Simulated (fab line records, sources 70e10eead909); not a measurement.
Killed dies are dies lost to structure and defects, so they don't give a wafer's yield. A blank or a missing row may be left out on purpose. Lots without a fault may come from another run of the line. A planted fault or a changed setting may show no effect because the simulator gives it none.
A struck lot beside a sound one | flow nand_harc | 15 steps out of a route of 1302
Sound: wafers L551.2, L551.3, L551.4. Struck: wafer L545.4. (L545.3, L545.5 of the same lot were not struck and are left out.) The cause comes at the end.
At each step with rows: each side's tool, then ch and its chambers, then its first start. Under that, the readings that differ: sound wafers | struck wafers | difference of the means | sigmas: that difference in standard deviations of wafers without a fault.
alike: readings whose means differ by less than 2 such deviations, and words and numbers that are the same on both sides. not compared: withheld readings, readings that some wafer has no value for, bounds like >300 that may hide the same value, and numbers for which the record gives no deviation and whose values overlap.
The two part at a step that has a row with sigmas, a row that says differs or no value, or rows on one side only. Numbers that don't overlap but have no deviation are shown without sigmas and don't part them. A reading that every wafer of one side lacks parts them only if that side has two wafers or more.

first, 7 steps without rows for these wafers: NHARC_A_CHANNEL_HOLE_D1_COAT_37 (time 65 s); NHARC_A_CHANNEL_HOLE_D1_COAT_04 (resist thk 90 nm); NHARC_A_CHANNEL_HOLE_D1_SOFTBAKE_05 (time 55 s); NHARC_A_CHANNEL_HOLE_D1_EBR_06; NHARC_A_CHANNEL_HOLE_D1_EXPOSE_07 (exposes mask HOLE D1, target cd 100 nm); NHARC_A_CHANNEL_HOLE_D1_PEB_08 (peb time 65 s); NHARC_A_CHANNEL_HOLE_D1_DEVELOP_09 (develop time 35 s).
NHARC_A_CHANNEL_HOLE_D1_CD_MEAS_10: target cd 100 nm.
  sound on cd_sem-03 ch 0, day 15 20:04; struck on cd_sem-02 ch 0, day 13 12:50
  alike: cd_nm
NHARC_A_CHANNEL_HOLE_D1_OVL_MEAS_11:
  sound on overlay-02, day 15 20:09; struck on overlay-02, day 13 12:55
  alike: overlay_x_nm, overlay_y_nm
NHARC_A_CHANNEL_HOLE_D1_INSPECT_12:
  sound on defect_inspect-01, day 15 20:11; struck on defect_inspect-02, day 13 12:58
  alike: raw_defect_count
NHARC_A_CHANNEL_HOLE_D1_DESCUM_15: chemistry O2, time 3 s.
  sound on rie_diel-05 ch 0,1,3, day 15 20:15; struck on rie_diel-06 ch 1, day 13 13:01
  reading                         | sound          | struck | difference | sigmas
  rf_hours_counter_h (h)          | 34 29 30       | 13     | -18        |
  showerhead_plenum_p_Torr (Torr) | 1.97 1.82 1.80 | 2.01   | +0.15      | +2
  alike: drypump_motor_current_A, o2_flow_sccm, oes_product_au, rf_vpp_V, throttle_valve_pct
NHARC_A_CHANNEL_HOLE_D1_ETCH_38: etches the open film in CF4, target depth 39 nm, time 65 s.
  sound on rie_diel-05 ch 1,2,3, day 15 20:20; struck on rie_diel-06 ch 3, day 13 13:06
  reading                | sound             | struck | difference | sigmas
  rf_hours_counter_h (h) | 34 30 29          | 13     | -18        |
  rf_vpp_V (V)           | 152.2 154.2 151.0 | 149.2  | -3.3       | -3
  alike: bias_w, drypump_motor_current_A, oes_product_au, showerhead_plenum_p_Torr, throttle_valve_pct
NHARC_A_CHANNEL_HOLE_D1_ETCH_39: etches the open film in N2/H2, target depth 260 nm, time 325 s.
  sound on rie_diel-05 ch 0,1,2, day 15 20:27; struck on rie_diel-06 ch 2, day 13 13:11
  reading                | sound             | struck | difference | sigmas
  oes_product_au (a.u.)  | 0.984 0.982 0.998 | 0.868  | -0.120     | -12
  rf_hours_counter_h (h) | 30 29 30          | 13     | -17        |
  alike: bias_w, drypump_motor_current_A, rf_vpp_V, showerhead_plenum_p_Torr, throttle_valve_pct
NHARC_A_CHANNEL_HOLE_D1_ETCH_34: etches the open film in CF4/CHF3, target depth 154 nm, time 77 s.
  sound on rie_diel-05 ch 0,1,3; struck on rie_diel-06 ch 1
  reading                         | sound             | struck | difference | sigmas
  rf_hours_counter_h (h)          | 30 34 29          | 13     | -18        |
  rf_vpp_V (V)                    | 368.2 369.5 368.2 | 374.7  | +6.1       | +3
  showerhead_plenum_p_Torr (Torr) | 1.49 1.62 1.50    | 1.65   | +0.11      | +2
  alike: bias_w, drypump_motor_current_A, oes_product_au, throttle_valve_pct
then, 1 step without rows for these wafers: NHARC_END_SORT_01.

WHERE THEY PART
First at NHARC_A_CHANNEL_HOLE_D1_DESCUM_15; last, within this record, at NHARC_A_CHANNEL_HOLE_D1_ETCH_34.

WHY: what the simulator had put in
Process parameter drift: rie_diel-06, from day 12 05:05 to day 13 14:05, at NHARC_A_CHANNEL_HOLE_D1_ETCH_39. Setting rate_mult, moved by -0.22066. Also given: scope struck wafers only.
